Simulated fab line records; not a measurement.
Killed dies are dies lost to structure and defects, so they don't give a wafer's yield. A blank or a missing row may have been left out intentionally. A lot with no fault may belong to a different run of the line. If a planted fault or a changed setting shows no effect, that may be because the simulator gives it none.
Chamber matching    flow nand harc    NHARC_A_CONTACT_ETCH_92 on rie diel-05 has 4 sister chambers
The step etches the open film in CH3F/O2, target depth 40 nm, time 85.7 s. 22 wafers are shown with their chamber, then 11 later ones without.

WAFERS WITH THEIR CHAMBER
wafer   chamber  showerhead plenum p Torr (Torr)  drypump motor current A (A)  rf vpp V (V)
L074.1  1        2.60                             5.1                          247.6
L074.2  3        2.65                             5.2                          246.3
L074.3  2        2.33                             5.9                          244.3
L076.3  3        2.65                             5.1                          245.5
L076.5  1        2.60                             5.1                          245.6
L076.6  2        2.33                             5.8                          241.9
L077.1  0        2.44                             6.0                          244.2
L077.2  3        2.65                             5.2                          245.6
L077.3  1        2.60                             5.1                          247.9
L079.4  3        2.65                             5.2                          247.5
L079.5  1        2.60                             5.1                          245.4
L079.6  0        2.43                             6.1                          243.5
L083.2  0        2.43                             6.0                          243.9
L083.4  3        2.65                             5.2                          246.1
L083.5  0        2.43                             6.0                          245.5
L085.2  0        2.43                             6.1                          243.4
L085.3  2        2.33                             5.8                          243.0
L085.4  3        2.65                             5.2                          245.1
L090.2  0        2.43                             6.0                          243.6
L090.3  2        2.32                             5.9                          241.9
L090.6  0        2.43                             6.0                          242.1
L091.1  3        2.64                             5.2                          245.5

SIGNATURES (means of the wafers above)
reading                   chamber 0  chamber 1  chamber 2  chamber 3  scatter within a chamber
showerhead plenum p Torr  2.4314     2.6000     2.3275     2.6486     0.0037
drypump motor current A   6.029      5.100      5.850      5.186      0.0427
rf vpp V                  243.743    246.625    242.775    245.943    1.03
Rule: distance of a wafer from a chamber = root of the sum over the readings of ((wafer's reading minus chamber's mean) / reading's scatter) squared. If the next closest chamber is less than 2 further off than the closest, the wafer can't be placed; otherwise it belongs to the closest. The scatter: take each reading less its chamber's mean, square it, sum over the shown wafers, divide by the number of wafers less the number of chambers, and take the root.

WAFERS WITH NO CHAMBER GIVEN
wafer   showerhead plenum p Torr (Torr)  drypump motor current A (A)  rf vpp V (V)
L091.3  2.43                             6.0                          244.0
L091.4  2.59                             5.1                          246.3
L094.3  2.32                             5.9                          242.6
L094.4  2.43                             6.1                          244.3
L094.5  2.64                             5.2                          244.7
L095.1  2.64                             5.2                          247.2
L095.4  2.59                             5.1                          245.2
L095.5  2.32                             5.8                          242.9
L097.1  2.42                             6.1                          244.6
L097.4  2.64                             5.2                          246.2
L097.5  2.32                             5.9                          242.0

EACH ONE'S CHAMBER
wafer   from the rows above  in truth
L091.3  0                    0
L091.4  1                    1
L094.3  2                    2
L094.4  0                    0
L094.5  3                    3
L095.1  3                    3
L095.4  1                    1
L095.5  2                    2
L097.1  0                    0
L097.4  3                    3
L097.5  2                    2
Placed correctly: 11 of 11. Number that these rows cannot place: 0. Wrongly placed: 0.
